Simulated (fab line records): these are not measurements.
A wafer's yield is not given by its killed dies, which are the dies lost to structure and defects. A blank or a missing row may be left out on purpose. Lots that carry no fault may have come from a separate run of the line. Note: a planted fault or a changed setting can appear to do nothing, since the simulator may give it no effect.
8D (eight disciplines) problem report, filled in by code :: flow n5Finfet :: the parts of the form that need people (team, actions taken, sign-off) are left out

## 1. THE ISSUE
Wafers without a fault read 150.0 W, standard deviation 0.49; biasW at N5_BEOL_M1_ETCH_64 reads a mean of 110.2 W on 6 wafers belonging to 2 lots. That is -81 standard deviations from the usual mean.
The step: etches SOC in N2/H2, target depth 75 nm, overetch 15 nm, time 112.5 s.
First observed at day 9 10:48: wafer L127.3, on rieDiel-05. The record has a number at this step for 26 wafers belonging to 9 lots. The rule behind "out" and "out of limits": a value lying over 4 standard deviations away from the usual mean. The other wafers with a number count as sound.

## 2. WHAT IT IS, AND WHAT IT ISN'T
question: which readings at this step
is: biasW, rfVppV
is not: drypumpMotorCurrentA, oesProductAu, rfFwdPowerW, showerheadPlenumPTorr, throttleValvePct

question: which lots
is: L127, L129
is not: L115, L116, L122, L123, L126, L136, L138

question: which wafers of those lots
is: all that have a number
is not: -

question: read on which tools
is: rieDiel-05
is not: rieDiel-02, rieDiel-06

question: when
is: from day 9 10:48
is not: up to then (14 sound wafers); but 6 sound wafers of L136, L138 came after

## 3. SUSPECTS, AND WHAT RULES EACH OUT
Counting: any tool at a process step up to the reading is kept as a suspect provided that every lot that is out went through it and no sound lot did after the first of them.
- cvdCo-02 at N5_BEOL_M0_CO_CAP_123 (material Co, precursor CCTBA/H2, target thk 2 nm, time 102.1 s): kept. All lots that are out passed through it, beginning with L127 at day 9 09:08, and no sound lot followed; its final sound lot before that point was L126 at day 9 04:22.
- rieDiel-05 at N5_BEOL_M1_ETCH_74 (etches underlayer in N2/H2, target depth 6.5 nm, time 5.2 s): kept. All lots that are out passed through it, beginning with L127 at day 9 10:46, and no sound lot followed; its final sound lot before that point was L123 at day 8 02:25.
- rieDiel-05 at N5_BEOL_M1_ETCH_64 (etches SOC in N2/H2, target depth 75 nm, overetch 15 nm, time 112.5 s): kept. All lots that are out passed through it, beginning with L127 at day 9 10:48, and no sound lot followed; its final sound lot before that point was L123 at day 8 02:28. Its own biasW, rfVppV readings are out on those wafers.
After the count, these remain: cvdCo-02 at N5_BEOL_M0_CO_CAP_123, rieDiel-05 at N5_BEOL_M1_ETCH_74 and rieDiel-05 at N5_BEOL_M1_ETCH_64.

## 4. THE CAUSE (what the simulator had put in)
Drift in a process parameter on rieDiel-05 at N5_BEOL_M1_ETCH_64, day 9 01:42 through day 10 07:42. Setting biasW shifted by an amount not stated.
3 suspects survive the count, and this tool is in that group.

## 5. SEQUENCE OF EFFECTS, ordered by route
Each row: a reading where the mean over the struck wafers with a number is more than 3 standard deviations away from the usual. Only readings for which the record gives a usual standard deviation are gone through. hours: the time from each lot's start at the first step in this table that gives one to its start at this step, as a median over the lots. sigmas: the change in usual standard deviations.
hours: 0
step: N5_BEOL_M1_ETCH_64
reading: biasW
usual: 150.0 W
on struck wafers: 110.2
change: -39.8
sigmas: -81

hours: 0
step: N5_BEOL_M1_ETCH_64
reading: rfVppV
usual: 523 V
on struck wafers: 430
change: -93
sigmas: -31
Process steps it contains:
- N5_BEOL_M1_ETCH_64: etches SOC in N2/H2, target depth 75 nm, overetch 15 nm, time 112.5 s.
Later measuring or inspecting steps at which every struck wafer that the step has a row for has a number for every such reading, and none has moved that far: N5_BEOL_M4_RC_MEAS_101.

## 6. WHAT WOULD HAVE CAUGHT IT SOONER
In this record the first reading out of limits was taken at day 9 10:48, 9 hours after the fault began at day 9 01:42.
